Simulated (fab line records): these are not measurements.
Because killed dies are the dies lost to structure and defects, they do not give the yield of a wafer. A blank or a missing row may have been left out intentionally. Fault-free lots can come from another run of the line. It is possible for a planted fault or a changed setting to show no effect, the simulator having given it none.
Chamber matching    flow nand_harc    4 sister chambers for NHARC_P_CONTACT_ETCH_31 on rie_diel-11
The step etches the open film in CH3F/O2, target depth 30 nm, time 85.7 s. 7 wafers are shown with their chamber, then 7 later ones without.

## EACH WAFER AND ITS CHAMBER
wafer   chamber  drypump_motor_current_A (A)  throttle_valve_pct (%)
L354.2  3        5.3                          20.665
L354.3  2        6.2                          20.656
L367.2  1        5.3                          20.663
L367.3  0        5.9                          20.664
L367.5  0        5.9                          20.645
L369.1  3        5.4                          20.666
L369.2  1        5.3                          20.648

## WAFERS WITH NO CHAMBER GIVEN
wafer   drypump_motor_current_A (A)  throttle_valve_pct (%)
L369.6  5.3                          20.640
L371.2  6.2                          20.648
L371.3  5.9                          20.653
L371.6  6.2                          20.665
L373.1  6.2                          20.678
L373.2  5.3                          20.671
L373.4  5.9                          20.664

## WHICH CHAMBER EACH WENT THROUGH
wafer   from the rows above      in truth
L369.6  can't be placed: 1 or 3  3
L371.2  2                        2
L371.3  0                        0
L371.6  2                        2
L373.1  2                        2
L373.2  can't be placed: 3 or 1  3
L373.4  0                        0
Placed correctly: 5 of 7. Can't be placed from these rows: 2 (the true chamber is among the candidates in 2). Wrongly placed: 0.
How it was worked out, from the rows above alone: a wafer's distance from a chamber is the root of the sum, over the readings, of the square of ((its reading less the chamber's mean) divided by the reading's scatter). If the next closest chamber is less than 2 further off than the closest, the wafer can't be placed; otherwise it belongs to the closest. For every chamber, the mean is computed from those of its wafers that are shown. How the scatter is found: for the shown wafers, subtract from each reading the mean of its chamber, square and add these, divide the total by (wafers less chambers), then take the root.
